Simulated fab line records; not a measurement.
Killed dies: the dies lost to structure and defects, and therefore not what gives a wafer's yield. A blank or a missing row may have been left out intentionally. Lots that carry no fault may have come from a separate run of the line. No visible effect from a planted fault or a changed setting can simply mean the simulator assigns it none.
A single fault, viewed from 2 desks + flow n5_finfet + what lay behind the numbers comes last; until then each desk has only its own

AT THE METROLOGY DESK
What the gauges read for every lot (on any tool): the sampled wafers with a number, averaged. If a lot's mean is further than 4 standard deviations from the usual mean, the lot is out of limits and carries the mark OUT (the distance appears in the brackets). Shown here are 7 of its 11 readings, the ones lying furthest out on some lot.
Columns: A = DIBL_P at N5_BEOL_M4_RC_MEAS_101, usual 36.3 mV/V; B = IOFF_N at N5_BEOL_M4_RC_MEAS_101, usual 0.16 nA/um; C = IOFF_P at N5_BEOL_M4_RC_MEAS_101, usual 0.21 nA/um; D = ION_N at N5_BEOL_M4_RC_MEAS_101, usual 678 uA/um; E = SS_P at N5_BEOL_M4_RC_MEAS_101, usual 73.3 mV/dec; F = VT_N at N5_BEOL_M4_RC_MEAS_101, usual 249 mV; G = VT_P at N5_BEOL_M4_RC_MEAS_101, usual -250.0 mV
| lot  | first seen here | A    | B    | C    | D   | E    | F   | G      |
|------|-----------------|------|------|------|-----|------|-----|--------|
| L338 | day 4 12:46     | 36.9 | 0.19 | 0.25 | 684 | 72.7 | 245 | -247.7 |
| L340 | day 4 20:27     | 32.2 | 0.11 | 0.17 | 656 | 72.3 | 255 | -252.9 |
| L344 | day 5 20:50     | 34.3 | 0.13 | 0.19 | 664 | 72.7 | 252 | -250.5 |
| L345 | day 6 06:05     | 38.7 | 0.17 | 0.19 | 673 | 73.0 | 251 | -253.6 |
| L347 | day 6 15:19     | 35.1 | 0.15 | 0.21 | 682 | 73.5 | 247 | -249.9 |
| L348 | day 6 18:02     | 35.2 | 0.15 | 0.22 | 669 | 73.3 | 251 | -249.1 |
| L349 | day 7 03:50     | 38.1 | 0.20 | 0.26 | 694 | 73.3 | 245 | -248.3 |
| L352 | day 7 23:07     | 38.6 | 0.21 | 0.25 | 692 | 73.7 | 245 | -247.7 |
| L353 | day 8 01:43     | 34.1 | 0.13 | 0.16 | 668 | 72.3 | 250 | -255.4 |
| L360 | day 9 22:20     | 35.8 | 0.15 | 0.21 | 674 | 73.7 | 251 | -250.2 |
This desk's verdict: no lot among the 10 shows anything out of limits.

FOR THE TOOL OWNER'S DESK: rie_metal-01
The tool's own readings at N5_GATE_CUT_ETCH_56 (etches TiN in Cl2/Ar, target depth 21.6 nm): means of the sampled wafers that have a number, for each lot that ran on this tool. If a lot's mean is further than 4 standard deviations from the usual mean, the lot is out of limits and carries the mark OUT (the distance appears in the brackets).
Columns: A = drypump_motor_current_A at N5_GATE_CUT_ETCH_56, usual 5.61 A; B = oes_ar_750_au at N5_GATE_CUT_ETCH_56, usual 0.78 a.u.; C = oes_product_au at N5_GATE_CUT_ETCH_56, usual 0.78 a.u.; D = rf_fwd_power_W at N5_GATE_CUT_ETCH_56, usual 595.0 W; E = throttle_valve_pct at N5_GATE_CUT_ETCH_56, usual 21.20 %
| lot  | first seen here | A    | B    | C    | D               | E     |
|------|-----------------|------|------|------|-----------------|-------|
| L340 | day 5 01:52     | 5.68 | 0.70 | 0.70 | 594.6           | 21.40 |
| L344 | day 6 02:50     | 5.39 | 0.89 | 0.90 | 593.1           | 21.09 |
| L348 | day 6 23:36     | 5.70 | 0.96 | 0.95 | 597.9           | 21.31 |
| L349 | day 7 09:16     | 5.55 | 0.68 | 0.79 | 450.3 (-66) OUT | 21.35 |
| L352 | day 8 04:56     | 5.40 | 0.64 | 0.77 | 450.4 (-66) OUT | 21.25 |
This desk's finding: out of limits on L349, L352; first on L349, day 7 09:16 (rf_fwd_power_W at N5_GATE_CUT_ETCH_56). Within limits: L340, L344, L348.

ALL TOGETHER
The tool owner's desk could have raised an alarm at day 7 09:16, on L349, L352.
The metrology desk saw nothing out of limits.
The metrology desk holds a record of L349, L352, inside its limits.
Of the lots named, all ran N5_GATE_CUT_ETCH_56 on rie_metal-01.

WHAT THE SIMULATOR HAD PUT IN
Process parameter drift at N5_GATE_CUT_ETCH_56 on rie_metal-01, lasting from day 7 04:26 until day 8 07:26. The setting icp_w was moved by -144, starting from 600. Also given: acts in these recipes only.
Shown lots that were struck: L349, L352.
Each desk's first reading out of limits, in hours after the fault started: the tool owner's desk, 5.
